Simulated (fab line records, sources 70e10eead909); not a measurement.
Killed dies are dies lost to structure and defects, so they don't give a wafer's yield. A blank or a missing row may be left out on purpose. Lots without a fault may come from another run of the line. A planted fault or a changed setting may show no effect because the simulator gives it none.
A struck lot beside a sound one | flow nand_harc | 15 steps out of a route of 1302
Sound: wafers L158.1, L158.2, L158.6. Struck: wafers L167.1, L167.2, L167.6. The cause comes at the end.
At each step with rows: each side's tool, then ch and its chambers, then its first start. Under that, the readings that differ: sound wafers | struck wafers | difference of the means | sigmas: that difference in standard deviations of wafers without a fault.
alike: readings whose means differ by less than 2 such deviations, and words and numbers that are the same on both sides. not compared: withheld readings, readings that some wafer has no value for, bounds like >300 that may hide the same value, and numbers for which the record gives no deviation and whose values overlap.
The two part at a step that has a row with sigmas, a row that says differs or no value, or rows on one side only. Numbers that don't overlap but have no deviation are shown without sigmas and don't part them. A reading that every wafer of one side lacks parts them only if that side has two wafers or more.

NHARC_A_DECK1_JOINT_ETCHBACK_00: etches the open film in HBr, target depth 30 nm, time 17.4 s.
  sound on rie_si-01 ch 2,3, day 11 21:15; struck on rie_si-03 ch 2,3, day 15 14:08
  alike: drypump_motor_current_A, oes_product_au, throttle_valve_pct
  not compared: rf_hours_counter_h
then, 8 steps without rows for these wafers: NHARC_A_DECK1_JOINT_PRECLEAN_30 (cleans in SC1); NHARC_A_DECK1_JOINT_SRD_31; NHARC_A_DECK1_JOINT_CVD_34 (deposits SiNx, target thk 20 nm); NHARC_A_DECK1_JOINT_DEP_06 (deposits SiOx, target thk 80 nm); NHARC_A_DECK1_JOINT_CURE_26 (time 32 s); NHARC_A_DECK1_JOINT_ANNEAL_27 (time 3600 s); NHARC_A_DECK1_JOINT_ANNEAL_28 (time 1800 s); NHARC_A_DECK1_JOINT_ANNEAL_29 (time 1800 s).
NHARC_A_DECK1_JOINT_CMP_02: polishes SiOx.
  sound on cmp-03 ch 1,2,3, day 13 03:48; struck on cmp-02 ch 1,2,3, day 16 12:46
  alike: motor_current_A
then, 1 step without rows for these wafers: NHARC_A_DECK1_JOINT_SRD_15.
NHARC_A_DECK1_JOINT_DEP_16: deposits SiO2, target thk 45 nm.
  sound on pecvd-04 ch 1,2, day 13 04:08; struck on pecvd-02 ch 0,2, day 16 13:11
  alike: heater_power_w, throttle_valve_pct
NHARC_A_DECK1_JOINT_THK_MEAS_17: measures by ellipsometry.
  sound on film_metro-02, day 13 04:25; struck on film_metro-01, day 16 13:26
  reading     | sound          | struck         | difference | sigmas
  thk_nm (nm) | 41.7 45.0 45.1 | 36.4 37.4 36.0 | -7.3       | -6
NHARC_A_DECK1_JOINT_INSPECT_05:
  sound on defect_inspect-01, day 13 04:27; struck on defect_inspect-01, day 16 13:28
  alike: raw_defect_count
NHARC_END_SORT_01:
  the record has rows for the sound wafers here (prober-01 ch 0, day 25 03:49) and none for the struck ones

WHERE THEY PART
First at NHARC_A_DECK1_JOINT_THK_MEAS_17; last, within this record, at NHARC_END_SORT_01.

WHY: what the simulator had put in
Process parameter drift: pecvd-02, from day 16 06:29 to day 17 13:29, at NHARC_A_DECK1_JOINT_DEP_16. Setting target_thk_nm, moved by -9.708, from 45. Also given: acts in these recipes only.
